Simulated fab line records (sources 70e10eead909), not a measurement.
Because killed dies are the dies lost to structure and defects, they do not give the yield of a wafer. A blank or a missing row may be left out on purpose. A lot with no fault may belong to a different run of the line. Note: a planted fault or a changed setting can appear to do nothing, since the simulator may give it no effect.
Problem report, 8D (eight disciplines) form, completed by code | flow nand_harc | the parts of the form that need people (team, actions taken, sign-off) are left out

## 1. THE PROBLEM
killed_at_array at NHARC_END_SORT_01 reads a mean of 670 on 5 wafers of 2 lots; wafers without a fault read 58 with a standard deviation of 18. Measured from the usual mean, that is +34 standard deviations.
The first sign was on wafer L227.4 at day 33 01:08, on prober-01. The record holds 14 wafers of 5 lots with a number at this step. By rule, "out" or "out of limits" means more than 4 standard deviations away from the usual mean. The other wafers with a number count as sound.

## 2. WHAT IT IS AND WHAT IT IS NOT
question                    | is                           | is not
which readings at this step | killed_at_array, killed_dies | killed_at_periphery, killed_open, killed_short
which lots                  | L227, L229                   | L211, L221, L230
which wafers of those lots  | all that have a number       | -
read on which gauges        | prober-01, prober-02         | -
when                        | from day 33 01:08            | up to then (6 sound wafers); but 3 sound wafers of L230 came after

## 3. SUSPECTS, AND WHAT RULES EACH OUT
Counting: a tool stays on the suspect list if, at a process step up to the reading, it processed all lots that are out and no sound lot following the first of them.
- the gauge at NHARC_END_SORT_01 is ruled out. Those wafers that are out were read across 2 gauges (prober-01, prober-02).
- pecvd-04 at NHARC_A_CONTACT_DEP_85 (deposits SiON, target thk 60 nm): kept. It ran every lot that is out, first L227 (day 30 12:23), and no sound lot after that; its last sound lot up to then is L211 (day 23 07:48).
The count leaves pecvd-04 at NHARC_A_CONTACT_DEP_85.

## 4. THE CAUSE (what the simulator had put in)
Step skipped in full: pecvd-04, at NHARC_A_CONTACT_DEP_85, from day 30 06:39 onward. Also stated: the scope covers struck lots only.
After counting, this tool was the only one left.

## 5. THE CHAIN OF EFFECTS, in route order
One row per reading whose mean, taken over the struck wafers that have a number, lies over 3 standard deviations from the usual. Readings are gone through only where the record gives a usual standard deviation; hours: the median, over the lots, of the time from a lot's start at the first step in this table giving one to that lot's start at this step; sigmas: the change measured in usual standard deviations.
hours | step              | reading         | usual | on struck wafers | change | sigmas
0     | NHARC_END_SORT_01 | killed_at_array | 58    | 670              | +612   | +34
0     | NHARC_END_SORT_01 | killed_dies     | 64    | 677              | +613   | +34
Readings that are blank on the struck wafers while sound wafers have them: chamber_pressure_Torr at NHARC_A_CONTACT_DEP_85; heater_power_outer_w at NHARC_A_CONTACT_DEP_85; heater_power_w at NHARC_A_CONTACT_DEP_85; susceptor_temp_C at NHARC_A_CONTACT_DEP_85.

## 6. WHAT WOULD HAVE CAUGHT IT SOONER
In this record the first reading out of limits at a measuring or inspecting step was taken at day 33 01:08, 66 hours after the fault began at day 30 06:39.
At NHARC_A_CONTACT_DEP_85 the tool's readings are blank on the struck wafers, where sound wafers have them: an empty tool record is the first sign, and it was there at once.
All the lots that are out (2) had begun NHARC_A_CONTACT_DEP_85 on pecvd-04 by day 33 01:08. Had the tool been put on hold then, not one of them would have been saved.
